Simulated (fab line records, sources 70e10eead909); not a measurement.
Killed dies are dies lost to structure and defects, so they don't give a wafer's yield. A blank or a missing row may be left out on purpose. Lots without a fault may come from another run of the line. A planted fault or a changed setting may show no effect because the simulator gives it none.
Problem report in the 8D (eight disciplines) form, filled by code | flow nand_harc | the parts of the form that need people (team, actions taken, sign-off) are left out

1. THE PROBLEM
throttle_valve_pct at NHARC_A_STAIRCASE_ETCH_453 reads a mean of 10.373 % on 6 wafers of 2 lots; wafers without a fault read 13.397 % with a standard deviation of 0.0073. That is -99 or more standard deviations from the usual mean.
The step: etches the open film in CF4/O2, target depth 30 nm, overetch 3 nm, time 16.5 s.
First seen on wafer L369.4, day 21 06:25, on rie_diel-12. The record holds 33 wafers of 11 lots with a number at this step. Rule for "out", or "out of limits": more than 4 standard deviations from the usual mean. The other wafers with a number count as sound.

2. WHAT IT IS AND WHAT IT IS NOT
question                    | is                                                                                      | is not
which readings at this step | throttle_valve_pct, cf4_flow_sccm, oes_f_703_au, oes_o_777_au, showerhead_plenum_p_Torr | drypump_motor_current_A, rf_vpp_V
which lots                  | L369, L373                                                                              | L360, L361, L362, L363, L377, L378, L379, L382, L383
which wafers of those lots  | all that have a number                                                                  | -
read on which tools         | rie_diel-12                                                                             | rie_diel-04, rie_diel-05
when                        | from day 21 06:25                                                                       | up to then (12 sound wafers); but 15 sound wafers of L377, L378, L379, L382, L383 came after

3. SUSPECTS, AND WHAT RULES EACH OUT
Counting: a tool at a process step up to the reading stays a suspect if it ran every lot that is out and no sound lot after the first of them.
- acl_dep-01 at NHARC_A_STAIRCASE_HM_DEP_462 (deposits aC, target thk 800 nm): ruled out as a lasting fault. Sound lots L382, L383 ran on it after its first lot that is out, L369 (day 21 03:01).
- rie_diel-12 at NHARC_A_STAIRCASE_ETCH_453 (etches the open film in CF4/O2, target depth 30 nm, overetch 3 nm, time 16.5 s): kept. It ran every lot that is out, first L369 (day 21 06:25), and no sound lot after that; its last sound lot up to then is L363 (day 18 02:58). Its own readings are out on those wafers: cf4_flow_sccm, oes_f_703_au, oes_o_777_au, showerhead_plenum_p_Torr, throttle_valve_pct.
Left after counting: rie_diel-12 at NHARC_A_STAIRCASE_ETCH_453.

4. THE CAUSE (what the simulator had put in)
Process parameter drift: rie_diel-12, from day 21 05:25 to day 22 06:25, at NHARC_A_STAIRCASE_ETCH_453. Setting cf4_flow_sccm, moved by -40, from 80. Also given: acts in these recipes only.
Counting left only this tool.

5. THE CHAIN OF EFFECTS, in route order
Each row: a reading whose mean over the struck wafers that have a number lies more than 3 standard deviations from the usual. Only readings for which the record gives a usual standard deviation are gone through. hours: the time from each lot's start at the first step in this table that gives one to its start at this step, as a median over the lots. sigmas: the change in usual standard deviations.
hours | step                       | reading                  | usual      | on struck wafers | change | sigmas
0     | NHARC_A_STAIRCASE_ETCH_453 | cf4_flow_sccm            | 80.02 sccm | 40.03            | -39.99 | -99 or more
0     | NHARC_A_STAIRCASE_ETCH_453 | oes_f_703_au             | 1.000 a.u. | 1.141            | +0.141 | +32
0     | NHARC_A_STAIRCASE_ETCH_453 | oes_o_777_au             | 1.000 a.u. | 2.033            | +1.033 | +99 or more
0     | NHARC_A_STAIRCASE_ETCH_453 | showerhead_plenum_p_Torr | 1.31 Torr  | 0.89             | -0.42  | -11
0     | NHARC_A_STAIRCASE_ETCH_453 | throttle_valve_pct       | 13.397 %   | 10.373           | -3.024 | -99 or more
The process steps in it:
- NHARC_A_STAIRCASE_ETCH_453: etches the open film in CF4/O2, target depth 30 nm, overetch 3 nm, time 16.5 s.
Later measuring or inspecting steps at which every struck wafer that the step has a row for has a number for every such reading, and none has moved that far: NHARC_END_SORT_01.

6. WHAT WOULD HAVE CAUGHT IT SOONER
In this record the first reading out of limits was taken at day 21 06:25, 1 hour after the fault began at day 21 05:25.
